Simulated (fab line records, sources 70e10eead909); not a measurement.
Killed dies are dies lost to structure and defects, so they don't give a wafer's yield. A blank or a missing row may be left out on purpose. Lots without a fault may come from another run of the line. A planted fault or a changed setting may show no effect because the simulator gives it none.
fab line records | flow nand_harc
record lots=14 wafers=42 last_day=34
route steps=1302 shown A_WL_FILL@957 A_CONTACT@994
lots that met no fault: from a run of the same line without faults
start_h: hours from the record's first day to the start of the lot's first wafer shown | wait_h: hours since the lot's step before | " the same as in the row above | L1.1+2: a row that stands for several wafers | - no value, or no start given | * or withheld: withheld | < > ~ a bound
route shown NAME@n: a module of which the file shows steps, and the number in the route of the first | usual: mean/standard deviation of fault-free wafers | same: alike in all rows | chamber/n: place in a boat | sites: the reading at each site | _std_site: their standard deviation | _edge_site: outer sites' mean less inner sites' | radius_mm: how far each site lies from the wafer's centre | mask NAME#n: copy n | behind: the tool/chamber that last shaped the wafer | hold: why the lot was held/for how many hours/how that ended | device: the transistor (n, p or np) that didn't switch | end of line: the same wafers' tests at the end of the route | a step without rows: its recipe alone | killed: dies lost to structure and defects at the first sort, not the wafer's yield | map: a wafer's dies, x killed, . not, _ none there
set.NAME: the setting as run; set.NAME@STEP: as run at that earlier step | model.NAME: the simulator's own value behind a step, which no gauge read
steps of the route over a sample of lots; a table a step, a row a wafer
services: from which hour (start_h, from the record's first day; less than 0 if before it) a tool's chamber was out of use, for how many hours, and why
## steps
# step NHARC_A_WL_FILL_ETCHBACK_04
# recipe target_depth_a=600 time_s=120 chemistry=NF3
# usual drypump_motor_current_A=5.9/0.33 oes_product_au=1.000/0.015
# columns lot.wafer tool chamber start_h wait_h drypump_motor_current_A oes_product_au rf_hours_counter_h
L657.1 rie_metal-01 0 459.99 0.4 6.4 1.034 1.2
L657.5 " 1 " " 5.7 1.012 -
L657.6 " 0 " " 6.4 1.036 -
L658.2 rie_metal-02 1 477.52 0.3 5.4 0.994 0.2
L658.1 " 0 " " 5.9 0.979 0.2
L658.6 " 1 " " 5.4 0.999 -
L659.2 rie_metal-01 0 486.58 0.3 6.4 1.026 1.5
L659.4 " 1 " " 5.6 1.013 -
L659.5 " 1 " " 5.7 1.014 -
L660.1 rie_metal-01 0 503.92 0.3 6.4 1.033 1.9
L660.3 " 0 " " 6.4 1.014 -
L660.6 " 1 " " 5.7 1.016 -
L665.1 rie_metal-03 1 552.45 0.3 5.8 0.996 0.3
L665.2 " 0 " " 6.3 0.999 0.3
L665.6 " 0 " " 6.3 0.998 -
L666.4 rie_metal-03 1 565.25 0.3 5.8 0.992 -
L666.3 " 0 " " 6.3 0.996 -
L666.5 " 0 " " 6.3 0.978 -
L671.2 rie_metal-02 1 600.74 0.3 5.4 0.989 2.2
L671.3 " 1 " " 5.4 0.995 -
L671.5 " 0 " " 5.9 0.991 -
L672.2 rie_metal-02 0 605.03 0.3 5.9 0.987 2.4
L672.4 " 1 " " 5.4 1.005 -
L672.6 " 0 " " 5.9 0.990 -
L674.1 rie_metal-03 1 617.18 0.3 5.8 0.996 1.7
L674.2 " 0 " " 6.2 0.973 1.7
L674.5 " 0 " " 6.3 0.972 -
L675.1 rie_metal-03 1 654.41 0.4 5.8 1.014 2.2
L675.3 " 1 " " 5.8 1.010 -
L675.6 " 1 " " 5.8 1.012 -
L677.1 rie_metal-02 1 661.05 0.3 5.4 1.005 0.2
L677.4 " 1 " " 5.4 1.013 -
L677.5 " 1 " " 5.4 1.005 -
L678.1 rie_metal-03 1 670.49 0.3 5.8 0.997 2.5
L678.3 " 0 " " 6.3 0.998 -
L678.6 " 0 " " 6.2 0.995 -
L679.2 rie_metal-03 1 694.10 0.4 5.8 0.983 2.8
L679.4 " 0 " " 6.3 0.984 -
L679.6 " 0 " " 6.3 0.983 -
L680.1 rie_metal-01 1 700.28 0.4 5.7 1.027 1.9
L680.3 " 1 " " 5.7 1.032 -
L680.5 " 0 " " 6.4 1.006 -
# step NHARC_A_CONTACT_EXPOSE_39
# recipe na=1.35 sigma_outer=0.8 dose_mj=58.79 mask_id=A_CC_3
# usual exposure_dose_mJ_cm2=58.76/0.063 focus_offset_nm=0.0/0.49
# columns lot.wafer tool chamber start_h wait_h mask exposure_dose_mJ_cm2 focus_offset_nm
L657.1 arfi_scanner-03 0 483.20 - A_CC_3#0 58.82 -0.1
L657.5 " 0 " " A_CC_3#0 58.71 -0.2
L657.6 " 0 " " A_CC_3#0 58.82 0.6
L658.1 arfi_scanner-01 0 502.51 - A_CC_3#0 58.74 -1.0
L658.2 " 0 " " A_CC_3#0 58.83 -0.4
L658.6 " 0 " " A_CC_3#0 58.79 -0.9
L659.2 arfi_scanner-01 0 512.21 - A_CC_3#0 58.74 1.0
L659.4 " 0 " " A_CC_3#0 58.75 0.0
L659.5 " 0 " " A_CC_3#0 58.80 0.1
L660.1 arfi_scanner-02 0 525.92 - A_CC_3#0 58.72 0.4
L660.3 " 0 " " A_CC_3#0 58.70 -0.3
L660.6 " 0 " " A_CC_3#0 58.62 0.4
L665.1 arfi_scanner-01 - 578.14 - A_CC_3#0 - -
L665.2 " - " " A_CC_3#0 - -
L665.6 " - " " A_CC_3#0 - -
L666.3 arfi_scanner-02 - 587.99 - A_CC_3#0 - -
L666.4 " - " " A_CC_3#0 - -
L666.5 " - " " A_CC_3#0 - -
L671.2 arfi_scanner-01 0 624.94 - A_CC_3#0 58.79 0.7
L671.3 " 0 " " A_CC_3#0 58.83 0.8
L671.5 " 0 " " A_CC_3#0 58.74 0.2
L672.2 arfi_scanner-01 0 629.40 - A_CC_3#0 58.82 -0.1
L672.4 " 0 " " A_CC_3#0 58.81 -0.5
L672.6 " 0 " " A_CC_3#0 58.78 -0.4
L674.1 arfi_scanner-03 0 639.69 - A_CC_3#0 58.72 -0.4
L674.2 " 0 " " A_CC_3#0 58.80 0.6
L674.5 " 0 " " A_CC_3#0 58.74 -1.0
L675.1 arfi_scanner-01 0 675.66 - A_CC_3#0 58.70 -0.4
L675.3 " 0 " " A_CC_3#0 58.76 0.2
L675.6 " 0 " " A_CC_3#0 58.80 -1.3
L677.1 arfi_scanner-01 0 687.59 - A_CC_3#0 58.88 0.1
L677.4 " 0 " " A_CC_3#0 58.86 -0.1
L677.5 " 0 " " A_CC_3#0 58.84 -0.3
L678.1 arfi_scanner-01 0 692.82 - A_CC_3#0 58.82 -0.4
L678.3 " 0 " " A_CC_3#0 58.74 -0.1
L678.6 " 0 " " A_CC_3#0 58.83 0.1
L679.2 arfi_scanner-02 0 716.07 - A_CC_3#0 58.75 0.3
L679.4 " 0 " " A_CC_3#0 58.72 0.4
L679.6 " 0 " " A_CC_3#0 58.80 0.5
L680.1 arfi_scanner-03 0 725.22 - A_CC_3#0 58.72 0.5
L680.3 " 0 " " A_CC_3#0 58.76 0.7
L680.5 " 0 " " A_CC_3#0 58.71 0.0
# step NHARC_A_CONTACT_ETCH_112
# recipe source_w=withheld pressure_mtorr=20 bias_v=3000 time_s=190 target_depth_a=18500 ar_flow_sccm=withheld c4f8_flow_sccm=withheld o2_flow_sccm=withheld chemistry=C4F8/O2/Ar
# columns lot.wafer tool chamber start_h wait_h rf_hours_counter_h
L657.1 har_cap_etch-02 1 485.91 0.2 81
L657.6 " 1 " " -
L657.5 " 0 " " -
L658.1 har_cap_etch-03 0 505.35 0.2 40
L658.2 " 1 " " 40
L658.6 " 0 " " -
L659.2 har_cap_etch-02 0 514.54 0.2 86
L659.4 " 0 " " -
L659.5 " 0 " " -
L660.1 har_cap_etch-01 1 528.27 0.2 2
L660.3 " 0 " " -
L660.6 " 1 " " -
L665.2 har_cap_etch-02 0 582.01 0.3 97
L665.1 " 1 " " 97
L665.6 " 0 " " -
L666.4 har_cap_etch-03 0 592.27 0.3 -
L666.3 " 1 " " -
L666.5 " 0 " " -
L671.2 har_cap_etch-02 0 627.28 0.2 107
L671.3 " 0 " " -
L671.5 " 0 " " -
L672.2 har_cap_etch-02 0 633.19 0.2 109
L672.4 " 1 " " -
L672.6 " 1 " " -
L674.1 har_cap_etch-02 1 642.49 0.2 112
L674.2 " 0 " " 112
L674.5 " 0 " " -
L675.1 har_cap_etch-01 1 677.99 0.2 28
L675.3 " 0 " " -
L675.6 " 0 " " -
L677.1 har_cap_etch-02 1 689.99 0.2 119
L677.4 " 1 " " -
L677.5 " 1 " " -
L678.1 har_cap_etch-01 0 695.27 0.2 32
L678.3 " 0 " " -
L678.6 " 1 " " -
L679.2 har_cap_etch-02 0 718.42 0.2 124
L679.4 " 0 " " -
L679.6 " 0 " " -
L680.1 har_cap_etch-03 1 727.57 0.2 79
L680.3 " 0 " " -
L680.5 " 0 " " -
# step NHARC_A_CONTACT_ETCH_113
# recipe source_w=withheld pressure_mtorr=20 bias_v=3000 time_s=190 target_depth_a=18500 ar_flow_sccm=withheld c4f8_flow_sccm=withheld o2_flow_sccm=withheld chemistry=C4F8/O2/Ar
# columns lot.wafer tool chamber start_h wait_h rf_hours_counter_h
L657.1 har_cap_etch-02 1 486.08 0.1 81
L657.6 " 1 " " -
L657.5 " 0 " " -
L658.1 har_cap_etch-03 0 505.52 0.1 40
L658.2 " 1 " " 40
L658.6 " 0 " " -
L659.2 har_cap_etch-02 0 514.72 0.1 86
L659.4 " 0 " " -
L659.5 " 0 " " -
L660.1 har_cap_etch-01 1 528.44 0.1 2
L660.3 " 0 " " -
L660.6 " 1 " " -
L665.2 har_cap_etch-02 0 582.35 0.3 97
L665.1 " 1 " " 97
L665.6 " 0 " " -
L666.4 har_cap_etch-03 0 592.79 0.5 -
L666.3 " 1 " " -
L666.5 " 0 " " -
L671.2 har_cap_etch-02 0 627.45 0.1 107
L671.3 " 0 " " -
L671.5 " 0 " " -
L672.2 har_cap_etch-02 0 633.36 0.1 110
L672.4 " 1 " " -
L672.6 " 1 " " -
L674.1 har_cap_etch-02 1 642.66 0.1 112
L674.2 " 0 " " 112
L674.5 " 0 " " -
L675.1 har_cap_etch-01 1 678.17 0.1 28
L675.3 " 0 " " -
L675.6 " 0 " " -
L677.1 har_cap_etch-02 1 690.21 0.2 119
L677.4 " 1 " " -
L677.5 " 1 " " -
L678.1 har_cap_etch-01 0 695.45 0.1 32
L678.3 " 0 " " -
L678.6 " 1 " " -
L679.2 har_cap_etch-02 0 718.59 0.1 124
L679.4 " 0 " " -
L679.6 " 0 " " -
L680.1 har_cap_etch-03 1 727.74 0.1 80
L680.3 " 0 " " -
L680.5 " 0 " " -
## services
# columns tool chamber start_h hours kind
rie_metal-02 - 454.00 9.0 pm
arfi_scanner-02 - 480.15 1.0 repair
arfi_scanner-02 - 484.00 4.0 pm
rie_metal-01 1 494.71 4.0 repair
har_cap_etch-01 - 497.00 17.0 pm
arfi_scanner-03 - 506.68 0.8 repair
rie_metal-03 - 519.19 9.0 pm
arfi_scanner-02 - 523.87 1.1 repair
arfi_scanner-03 - 540.02 4.0 pm
arfi_scanner-03 - 550.21 5.0 repair
har_cap_etch-03 - 565.16 0.4 repair
arfi_scanner-02 - 567.14 0.6 repair
rie_metal-01 - 575.00 9.0 pm
arfi_scanner-01 - 596.05 4.0 pm
rie_metal-02 - 631.00 9.0 pm
arfi_scanner-01 - 632.47 2.4 repair
har_cap_etch-01 - 637.38 0.2 repair
arfi_scanner-02 - 637.74 1.7 repair
arfi_scanner-01 - 645.13 1.5 repair
rie_metal-01 1 652.14 8.2 repair
har_cap_etch-01 - 658.40 0.5 repair
har_cap_etch-01 - 664.87 0.3 repair
arfi_scanner-01 - 694.90 5.0 repair
rie_metal-03 - 696.19 9.0 pm
## key
first_sign step=NHARC_A_CONTACT_EXPOSE_39 reading=tool_record direction=missing
effect none on later readings
met_at NHARC_A_CONTACT_EXPOSE_39
struck_lots L665,L666
later_rows_left_out L665.1,L665.2,L665.6,L666.3,L666.4,L666.5
sort_left_out L665.1,L665.2,L665.6,L666.3,L666.4,L666.5
tester_left_out L665,L666
not_acting_at NHARC_A_WL_FILL_ETCHBACK_04,NHARC_A_CONTACT_ETCH_112,NHARC_A_CONTACT_ETCH_113
onset_between 525.92 578.14
fault kind=skipped_step_whole tool=arfi_scanner-01,arfi_scanner-02 chamber=- onset_h=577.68 steps=NHARC_A_CONTACT_EXPOSE_39 scope=struck_lots_only
# tester_left_out: of these lots the tester's yield and bins aren't shown, on N5 and GAA mostly nor the transistor test; their killed dies are dies lost to structure and defects alone, not to doping, threshold or leakage, so they don't give the yield
# sort_left_out: the simulated sort isn't trusted on such a fault, so these wafers' sort isn't shown, and their yield isn't known
# later_rows_left_out: the simulator's readings of these wafers behind a module that went badly wrong aren't trusted and aren't shown, but for the sort
